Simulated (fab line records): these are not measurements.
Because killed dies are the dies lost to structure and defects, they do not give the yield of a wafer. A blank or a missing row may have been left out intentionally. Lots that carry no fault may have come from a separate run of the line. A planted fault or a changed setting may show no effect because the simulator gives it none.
Split-lot study || flow n5Finfet || 21 wafers read across 7 lots, on a route 1938 steps long

== THE SPLIT ITSELF ==
At N5_BEOL_M6_ILD_DEP_00 (deposits SiCOH lowk from DEMS/porogen, target thk 179.75 nm, time 33.4 s), the setting timeS was moved away from the recipe's 33.4 s on 8 of the 21 wafers read, by -13.1% to +14.8%. This setting was run at the recipe's value on the other wafers.

== FROM SPLIT TO READING: 1 step shown by the file between the two ==
- N5_BEOL_M6_CURE_74: cures SiCOH lowk, time 240 s

== THE READING ==
M6_ILD_THK, in nm, at N5_BEOL_M6_THK_MEAS_01. Typical for fault-free wafers on this fab line: 155.1 nm, with standard deviation 2 nm.

{"wafer": "L075.1", "tool, chamber at the split": "pecvd-04, 2", "timeS as run, s": 33.4, "against the recipe": "recipe", "M6_ILD_THK, nm": 152.4, "against lot-mates on the recipe": "-"}
{"wafer": "L075.3", "tool, chamber at the split": "pecvd-04, 1", "timeS as run, s": 37.52, "against the recipe": "+12.3%", "M6_ILD_THK, nm": 172.1, "against lot-mates on the recipe": "+19.2"}
{"wafer": "L075.4", "tool, chamber at the split": "pecvd-04, 1", "timeS as run, s": 33.4, "against the recipe": "recipe", "M6_ILD_THK, nm": 153.4, "against lot-mates on the recipe": "-"}
{"wafer": "L076.1", "tool, chamber at the split": "pecvd-02, 2", "timeS as run, s": 29.04, "against the recipe": "-13.1%", "M6_ILD_THK, nm": 134.7, "against lot-mates on the recipe": -21.5}
{"wafer": "L076.2", "tool, chamber at the split": "pecvd-02, 1", "timeS as run, s": 29.04, "against the recipe": "-13.1%", "M6_ILD_THK, nm": 134.4, "against lot-mates on the recipe": -21.8}
{"wafer": "L076.6", "tool, chamber at the split": "pecvd-02, 2", "timeS as run, s": 33.4, "against the recipe": "recipe", "M6_ILD_THK, nm": 156.2, "against lot-mates on the recipe": "-"}
{"wafer": "L081.1", "tool, chamber at the split": "pecvd-01, 0", "timeS as run, s": 33.4, "against the recipe": "recipe", "M6_ILD_THK, nm": 156.8, "against lot-mates on the recipe": "-"}
{"wafer": "L081.3", "tool, chamber at the split": "pecvd-01, 2", "timeS as run, s": 33.4, "against the recipe": "recipe", "M6_ILD_THK, nm": 152.5, "against lot-mates on the recipe": "-"}
{"wafer": "L081.6", "tool, chamber at the split": "pecvd-01, 1", "timeS as run, s": 30.79, "against the recipe": "-7.8%", "M6_ILD_THK, nm": 143.4, "against lot-mates on the recipe": -11.2}
{"wafer": "L083.1", "tool, chamber at the split": "pecvd-01, 2", "timeS as run, s": 33.4, "against the recipe": "recipe", "M6_ILD_THK, nm": 152.1, "against lot-mates on the recipe": "-"}
{"wafer": "L083.3", "tool, chamber at the split": "pecvd-01, 1", "timeS as run, s": 33.4, "against the recipe": "recipe", "M6_ILD_THK, nm": 150.8, "against lot-mates on the recipe": "-"}
{"wafer": "L083.4", "tool, chamber at the split": "pecvd-01, 2", "timeS as run, s": 33.4, "against the recipe": "recipe", "M6_ILD_THK, nm": 154.3, "against lot-mates on the recipe": "-"}
{"wafer": "L086.1", "tool, chamber at the split": "pecvd-04, 0", "timeS as run, s": 33.4, "against the recipe": "recipe", "M6_ILD_THK, nm": 153.7, "against lot-mates on the recipe": "-"}
{"wafer": "L086.3", "tool, chamber at the split": "pecvd-04, 1", "timeS as run, s": 33.4, "against the recipe": "recipe", "M6_ILD_THK, nm": 154.3, "against lot-mates on the recipe": "-"}
{"wafer": "L086.5", "tool, chamber at the split": "pecvd-04, 0", "timeS as run, s": 33.4, "against the recipe": "recipe", "M6_ILD_THK, nm": 153.8, "against lot-mates on the recipe": "-"}
{"wafer": "L096.2", "tool, chamber at the split": "pecvd-04, 0", "timeS as run, s": 30.26, "against the recipe": "-9.4%", "M6_ILD_THK, nm": 138.5, "against lot-mates on the recipe": -16.0}
{"wafer": "L096.3", "tool, chamber at the split": "pecvd-04, 1", "timeS as run, s": 33.4, "against the recipe": "recipe", "M6_ILD_THK, nm": 154.5, "against lot-mates on the recipe": "-"}
{"wafer": "L096.6", "tool, chamber at the split": "pecvd-04, 0", "timeS as run, s": 30.26, "against the recipe": "-9.4%", "M6_ILD_THK, nm": 141.4, "against lot-mates on the recipe": -13.1}
{"wafer": "L095.2", "tool, chamber at the split": "pecvd-04, 2", "timeS as run, s": 33.4, "against the recipe": "recipe", "M6_ILD_THK, nm": 154.5, "against lot-mates on the recipe": "-"}
{"wafer": "L095.5", "tool, chamber at the split": "pecvd-04, 2", "timeS as run, s": 38.35, "against the recipe": "+14.8%", "M6_ILD_THK, nm": 179.7, "against lot-mates on the recipe": "+25.2"}
{"wafer": "L095.6", "tool, chamber at the split": "pecvd-04, 1", "timeS as run, s": 38.35, "against the recipe": "+14.8%", "M6_ILD_THK, nm": 179.0, "against lot-mates on the recipe": "+24.5"}

THE FIT
A straight line over all 21 wafers: M6_ILD_THK changes by +1.57 nm for each +1% of timeS; r = +0.99; the points scatter about the line by 1.7 nm.
The same after taking each lot's own level away (the mean of its wafers on the recipe; 21 wafers): +1.63 nm for each +1%; r = +1.00; scatter 1.2 nm.
The reading moves by 24 nm for the largest change in timeS, on that fit.
The span of the lots' own levels, 152.40 to 156.20 nm, comes to 1.9 times the standard deviation stated above.
Hence the lot-to-lot level has little effect on the slope; both slopes agree.
Check: with one of the wafers moved furthest among these (+14.8%) left out of the fit, the line predicts +23.9 nm for it against its lot-mates. Against them it came out at +25.2 nm.

== OTHER SPLITS APPLIED TO THESE WAFERS ==
These wafers also went through other splits before the reading. Each is held against what the fit with the lots' levels taken away leaves over:
{"other split on the same wafers": "N5_BEOL_M5_COAT_71 spinRpm", "wafers away from the commonest value": 10, "r with M6_ILD_THK (lot level and that fit taken away)": "+0.25"}

== THE WHOLE CHAIN: every reading that the file lists as answering this split, in the file's order ==
{"step": "N5_BEOL_M6_ILD_DEP_00", "what it does": "deposits SiCOH lowk from DEMS/porogen, target thk 179.75 nm, time 33.4 s", "reading": "SiCOH_lowk_of_BEOL_M6_ILD_DEP_00.thkNm (the simulator's own value, which no gauge read)", "change (the file's fit)": "+1.84 nm for each +1% of the setting", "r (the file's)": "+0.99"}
{"step": "N5_BEOL_M6_CURE_74", "what it does": "cures SiCOH lowk, time 240 s", "reading": "SiCOH_lowk_of_BEOL_M6_ILD_DEP_00.thkNm (the simulator's own value, which no gauge read)", "change (the file's fit)": "+1.61 nm for each +1% of the setting", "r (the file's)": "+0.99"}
{"step": "N5_BEOL_M6_THK_MEAS_01", "what it does": "", "reading": "M6_ILD_THK", "change (the file's fit)": "+1.61 for each +1% of the setting", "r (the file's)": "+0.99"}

== FILE'S OWN FIT ==
M6_ILD_THK changes by +1.61 nm for each +1% of timeS, r = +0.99.
